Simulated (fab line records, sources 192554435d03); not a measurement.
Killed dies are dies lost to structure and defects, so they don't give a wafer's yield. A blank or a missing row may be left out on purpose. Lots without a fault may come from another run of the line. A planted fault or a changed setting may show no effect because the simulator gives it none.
Which tool did it? | flow n5_finfet | 10 lots, 28 wafers sampled, at 1 step of a route of 1938

WHAT THE GAUGES READ, wafer by wafer
N5_MOL_CONTACT_COAG_OVL_MEAS_09.
lot  | measured     | on         | CA_OVL (nm)
L790 | day 4 21:17  | overlay-02 | -0.1 0.9 0.1
L794 | day 5 20:22  | overlay-01 | 0.9 -0.4 0.5
L795 | day 5 22:06  | overlay-01 | -0.2 0.6 1.0
L804 | day 8 07:38  | overlay-02 | -1.1 -1.0 -0.8
L805 | day 8 15:41  | overlay-02 | -0.2 1.3 1.8
L807 | day 9 01:16  | overlay-02 | -0.3 0.3 0.0
L808 | day 9 06:40  | overlay-01 | 0.6 1.1
L810 | day 9 15:10  | overlay-02 | 0.4 -0.6 -0.5
L811 | day 9 22:36  | overlay-02 | -0.7 -0.9
L813 | day 10 10:01 | overlay-01 | -0.7 0.3 -0.8

WHICH TOOL RAN EACH LOT (tool, then ch and the chambers of the sampled wafers, then the start)
The record holds no process step before these readings.

THE ANSWER, worked out from the rows above alone
Rule: what is usual is taken from the lots themselves. Put in order of their means at a reading, lots are off if they are a third of the lots or fewer, leave a main group of 4 or more, and stand apart from it by a gap of 3 or more times the standard deviation of the main group's means; of several such gaps the widest counts. A main group whose means are all the same, to the digits that the tables above print for the reading, isn't used. A lot without any number at a reading at which 4 lots or more have one is off too. The other lots that the step has rows for count as sound.
No lot is off at any reading shown: from this, nothing can be told.

WHAT THE SIMULATOR HAD PUT IN
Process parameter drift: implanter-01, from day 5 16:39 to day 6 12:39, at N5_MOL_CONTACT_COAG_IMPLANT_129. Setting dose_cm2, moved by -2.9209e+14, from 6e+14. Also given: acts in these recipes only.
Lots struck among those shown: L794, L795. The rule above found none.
